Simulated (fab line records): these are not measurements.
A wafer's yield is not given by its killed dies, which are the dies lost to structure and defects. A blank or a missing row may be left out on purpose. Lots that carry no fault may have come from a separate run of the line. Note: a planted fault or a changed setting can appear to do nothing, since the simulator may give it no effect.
Matching of chambers | flow nand harc | rie diel-12 running NHARC_A_CHANNEL_HOLE_D1_ETCH_38: 4 sister chambers
The step etches the open film in CF4, target depth 39 nm, time 65 s. 4 wafers are shown with their chamber, then 12 later ones without.

## WAFERS, EACH WITH ITS CHAMBER
wafer  | chamber | drypump motor current A (A)
L088.4 | 0       | 6.0
L089.1 | 2       | 5.2
L091.4 | 3       | 5.1
L091.6 | 1       | 6.6

## WAFERS WITH NO CHAMBER GIVEN
wafer  | drypump motor current A (A)
L092.1 | 5.2
L092.3 | 6.6
L092.6 | 5.2
L094.4 | 6.0
L094.5 | 5.1
L094.6 | 6.0
L095.1 | 6.6
L095.2 | 6.0
L095.5 | 6.6
L096.1 | 5.1
L096.2 | 6.0
L096.3 | 6.5

## WHICH CHAMBER EACH ONE RAN IN
wafer  | from the rows above | in truth
L092.1 | 2                   | 2
L092.3 | 1                   | 1
L092.6 | 2                   | 2
L094.4 | 0                   | 0
L094.5 | 3                   | 3
L094.6 | 0                   | 0
L095.1 | 1                   | 1
L095.2 | 0                   | 0
L095.5 | 1                   | 1
L096.1 | 3                   | 3
L096.2 | 0                   | 0
L096.3 | 1                   | 1
Correctly placed: 12 of 12. From these rows, 0 cannot be placed. 0 placed wrongly.
How it was worked out, from the rows above alone: a wafer's distance from a chamber is the root of the sum, over the readings, of the square of ((its reading less the chamber's mean) divided by the reading's scatter). If the next closest chamber is less than 2 further off than the closest, the wafer can't be placed; otherwise it belongs to the closest. A chamber's mean is the mean of its shown wafers. The scatter: with one shown wafer a chamber, the root of the mean of the squares of how far each hidden wafer lies from its nearest shown one.
